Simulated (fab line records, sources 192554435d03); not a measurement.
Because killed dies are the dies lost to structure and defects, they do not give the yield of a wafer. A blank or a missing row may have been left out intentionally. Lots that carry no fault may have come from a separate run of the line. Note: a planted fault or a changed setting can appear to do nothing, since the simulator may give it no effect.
Split-lot trial	flow n5 finfet	39 wafers read across 7 lots, on a route 1938 steps long

== THE SPLIT ITSELF ==
At N5_MOL_CONTACT_COAG_PECVD_31 (deposits SiO2 from TEOS/O2, target thk 46 nm, time 8.9 s), the setting time s was moved away from the recipe's 8.9 s on 15 of the 39 wafers read, by -47.1% to +55.3%. All remaining wafers had this setting at the recipe value.

== FROM THE SPLIT TO THE READING: what the file shows between them, 4 steps ==
- N5_MOL_CONTACT_COAG_COAT_75: time 60 s, resist thk 60 nm
- N5_MOL_CONTACT_COAG_COAT_76: time 60 s, resist thk 10 nm
- N5_MOL_CONTACT_COAG_ETCHBACK_135: etches SiO2 in CHF3, target depth 25 nm, time 16.7 s
- N5_MOL_CONTACT_COAG_STRIP_118: strips in CHF3

== THE READING ==
etch.depth nm (the simulator's own value, which no gauge read), in nm, at N5_MOL_CONTACT_COAG_VIA_ETCH_46 (etches SiO2 in C4F6/O2, target depth 46 nm, overetch 9.2 nm, time 40 s). The file does not state a usual value for it. Average 45.68 nm, standard deviation 0.59 nm, over the 24 wafers here run with the recipe.

wafer	tool, chamber at the split	time s as run, s	against the recipe	etch.depth nm, nm	against lot-mates on the recipe
L076.1	pecvd-01, 2	8.9	recipe	45.58	-
L076.4	pecvd-01, 0	8.9	recipe	45.5	-
L076.6	pecvd-01, 1	8.9	recipe	46.52	-
L078.1	pecvd-04, 0	7.524	-15.5%	38.47	-7.15
L078.2	pecvd-04, 1	7.524	-15.5%	37.75	-7.87
L078.3	pecvd-04, 2,1	8.9	recipe	45.18	-
L078.4	pecvd-04, 2,1	8.9	recipe	45.19	-
L078.5	pecvd-04, 2	8.9	recipe	46.49	-
L078.6	pecvd-04, 0	7.524	-15.5%	38.99	-6.63
L082.1	pecvd-01, 1	4.705	-47.1%	25.69	-20.40
L082.2	pecvd-01, 2,0	4.705	-47.1%	24.85	-21.24
L082.3	pecvd-01, 0	8.9	recipe	45.24	-
L082.4	pecvd-01, 1	8.9	recipe	47.09	-
L082.5	pecvd-01, 2	8.9	recipe	45.93	-
L082.6	pecvd-01, 2,0	4.705	-47.1%	24.71	-21.38
L089.1	pecvd-04, 0,1	8.9	recipe	45.07	-
L089.2	pecvd-04, 2,1	8.9	recipe	45.2	-
L089.3	pecvd-04, 2,1	8.9	recipe	45.3	-
L089.4	pecvd-04, 0	8.9	recipe	45.9	-
L089.5	pecvd-04, 0,1	8.9	recipe	45.04	-
L089.6	pecvd-04, 2	8.9	recipe	46.31	-
L094.1	pecvd-01, 0	8.9	recipe	44.94	-
L094.2	pecvd-01, 1	13.78	+54.8%	55.75	+10.22
L094.3	pecvd-01, 1	13.78	+54.8%	52.35	+6.82
L094.4	pecvd-01, 0	8.9	recipe	45.34	-
L094.5	pecvd-01, 0	13.78	+54.8%	52.67	+7.14
L094.6	pecvd-01, 1	8.9	recipe	46.31	-
L095.1	pecvd-03, 2	4.849	-45.5%	25.43	-20.51
L095.2	pecvd-03, 1	8.9	recipe	45.91	-
L095.3	pecvd-03, 0	8.9	recipe	45.36	-
L095.4	pecvd-03, 1	4.849	-45.5%	25.99	-19.95
L095.5	pecvd-03, 2	4.849	-45.5%	26.27	-19.67
L095.6	pecvd-03, 0	8.9	recipe	46.55	-
L097.1	pecvd-03, 2	8.9	recipe	44.97	-
L097.2	pecvd-03, 0	13.82	+55.3%	52.37	+6.90
L097.3	pecvd-03, 1	13.82	+55.3%	53.01	+7.54
L097.4	pecvd-03, 2	8.9	recipe	45.92	-
L097.5	pecvd-03, 0	8.9	recipe	45.52	-
L097.6	pecvd-03, 1	13.82	+55.3%	55.49	+10.02
Where a row lists several chambers, the file gives one row for several wafers and doesn't say which wafer went through which chamber.

THE FIT
A straight line over all 39 wafers: etch.depth nm changes by +0.27 nm for each +1% of time s; r = +0.91; the points scatter about the line by 3.5 nm.
The same after taking each lot's own level away (the mean of its wafers on the recipe; 39 wafers): +0.275 nm for each +1%; r = +0.92; scatter 3.5 nm.
On that fit, the largest move of time s shifts the reading by 15 nm.
Across the lots, their own levels run from 45.470 to 46.087 nm, a range of 1.0 times the standard deviation given above.
Hence the lot-to-lot level has little effect on the slope; both slopes agree.
Check: for one of the wafers moved furthest among these (+55.3%), held out of the fit, the line's prediction against its lot-mates is +13.5 nm. Against them it came out at +6.9 nm.

== ADDITIONAL SPLITS CARRIED BY THESE WAFERS ==
Other splits were also applied to these wafers ahead of the reading. Each is held against what the fit with the lots' levels taken away leaves over:
other split on the same wafers	wafers away from the commonest value	r with etch.depth nm (lot level and that fit taken away)
N5_FIN_SAQP_HM_DEP_03 time s	12	+0.05
N5_SD_EPI_N_EPI_21 time s	18	+0.13

== THE WHOLE CHAIN: every reading that the file lists as answering this split, in the file's order ==
step	what it does	reading	change (the file's fit)	r (the file's)
N5_MOL_CONTACT_COAG_PECVD_31	deposits SiO2 from TEOS/O2, target thk 46 nm, time 8.9 s	SiO2_of_MOL_CONTACT_COAG_PECVD_31.thk nm (the simulator's own value, which no gauge read)	+0.44 nm for each +1% of the setting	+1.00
N5_MOL_CONTACT_COAG_VIA_ETCH_46	etches SiO2 in C4F6/O2, target depth 46 nm, overetch 9.2 nm, time 40 s	etch.depth nm (the simulator's own value, which no gauge read)	+0.274 nm for each +1% of the setting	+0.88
N5_MOL_CONTACT_COAG_ETCH_47	etches SiNx in CH3F/O2, stops on W, target depth 27 nm	etch rf on time s	not straight: withheld at the lowest setting, withheld at the recipe, withheld at the highest	not given
N5_MOL_CONTACT_COAG_ETCH_47	etches SiNx in CH3F/O2, stops on W, target depth 27 nm	etch.over etch s (the simulator's own value, which no gauge read)	not straight: 5.199 at the lowest setting, 5.278 at the recipe, 0 at the highest	not given

== FILE'S OWN FIT ==
etch.depth nm changes by +0.274 nm for each +1% of time s, r = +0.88.
